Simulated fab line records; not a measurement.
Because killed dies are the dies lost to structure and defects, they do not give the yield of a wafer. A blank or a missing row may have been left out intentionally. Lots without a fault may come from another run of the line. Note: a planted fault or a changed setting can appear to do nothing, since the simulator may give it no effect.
Chamber matching + flow nandHarc + rieDiel-05 running NHARC_A_STAIRCASE_ETCH_271: 4 sister chambers
The step etches the open film in CF4/CHF3. 22 wafers are shown with their chamber, then 11 later ones without.

== WAFERS WITH THEIR CHAMBER ==
| wafer  | chamber | drypumpMotorCurrentA (A) | showerheadPlenumPTorr (Torr) | rfVppV (V) |
|--------|---------|--------------------------|------------------------------|------------|
| L074.2 | 3       | 5.2                      | 1.62                         | 372.7      |
| L074.5 | 2       | 5.7                      | 1.47                         | 368.2      |
| L074.6 | 3       | 5.2                      | 1.62                         | 371.9      |
| L077.1 | 1       | 4.9                      | 1.61                         | 371.3      |
| L077.2 | 0       | 6.0                      | 1.49                         | 367.5      |
| L077.3 | 2       | 5.7                      | 1.47                         | 368.3      |
| L078.1 | 0       | 6.0                      | 1.49                         | 367.8      |
| L078.2 | 3       | 5.2                      | 1.61                         | 372.5      |
| L078.3 | 1       | 4.9                      | 1.61                         | 372.3      |
| L081.1 | 0       | 6.0                      | 1.49                         | 367.1      |
| L081.4 | 3       | 5.2                      | 1.61                         | 372.0      |
| L081.5 | 2       | 5.7                      | 1.47                         | 368.7      |
| L085.3 | 0       | 6.0                      | 1.49                         | 368.0      |
| L085.5 | 1       | 4.9                      | 1.60                         | 371.6      |
| L085.6 | 2       | 5.7                      | 1.46                         | 366.8      |
| L086.2 | 3       | 5.2                      | 1.61                         | 371.5      |
| L086.3 | 0       | 6.0                      | 1.49                         | 366.6      |
| L086.5 | 0       | 5.9                      | 1.49                         | 367.7      |
| L087.2 | 3       | 5.2                      | 1.60                         | 371.5      |
| L087.3 | 0       | 6.0                      | 1.48                         | 366.3      |
| L087.5 | 2       | 5.7                      | 1.46                         | 366.9      |
| L089.1 | 0       | 6.0                      | 1.48                         | 367.7      |

SIGNATURES (averages over the wafers above)
| reading               | chamber 0 | chamber 1 | chamber 2 | chamber 3 | scatter within a chamber |
|-----------------------|-----------|-----------|-----------|-----------|--------------------------|
| drypumpMotorCurrentA  | 5.987     | 4.900     | 5.700     | 5.200     | 0.022                    |
| showerheadPlenumPTorr | 1.4875    | 1.6067    | 1.4660    | 1.6117    | 0.00587                  |
| rfVppV                | 367.337   | 371.733   | 367.780   | 372.017   | 0.642                    |
Rule: a wafer's distance from a chamber is the root of the sum, over the readings, of the square of ((its reading less the chamber's mean) divided by the reading's scatter). If the next closest chamber is less than 2 further off than the closest, the wafer can't be placed; otherwise it belongs to the closest. The scatter is the square root of a quotient: the sum, over the shown wafers, of each reading's squared deviation from its chamber's mean, divided by wafers minus chambers.

== WAFERS WITH NO CHAMBER GIVEN ==
| wafer  | drypumpMotorCurrentA (A) | showerheadPlenumPTorr (Torr) | rfVppV (V) |
|--------|--------------------------|------------------------------|------------|
| L089.5 | 6.0                      | 1.48                         | 367.8      |
| L089.6 | 5.2                      | 1.60                         | 372.3      |
| L091.1 | 5.2                      | 1.60                         | 372.2      |
| L091.4 | 4.9                      | 1.60                         | 371.6      |
| L091.5 | 5.7                      | 1.46                         | 367.4      |
| L092.1 | 4.9                      | 1.60                         | 370.2      |
| L092.3 | 6.0                      | 1.48                         | 366.5      |
| L092.5 | 4.9                      | 1.60                         | 370.8      |
| L094.2 | 6.0                      | 1.48                         | 368.1      |
| L094.4 | 4.9                      | 1.60                         | 371.7      |
| L094.5 | 6.0                      | 1.48                         | 368.4      |

== CHAMBER TAKEN BY EACH ==
| wafer  | from the rows above | in truth |
|--------|---------------------|----------|
| L089.5 | 0                   | 0        |
| L089.6 | 3                   | 3        |
| L091.1 | 3                   | 3        |
| L091.4 | 1                   | 1        |
| L091.5 | 2                   | 2        |
| L092.1 | 1                   | 1        |
| L092.3 | 0                   | 0        |
| L092.5 | 1                   | 1        |
| L094.2 | 0                   | 0        |
| L094.4 | 1                   | 1        |
| L094.5 | 0                   | 0        |
Correct placement for 11 of the 11. Not placeable from these rows: 0. Wrongly placed: 0.
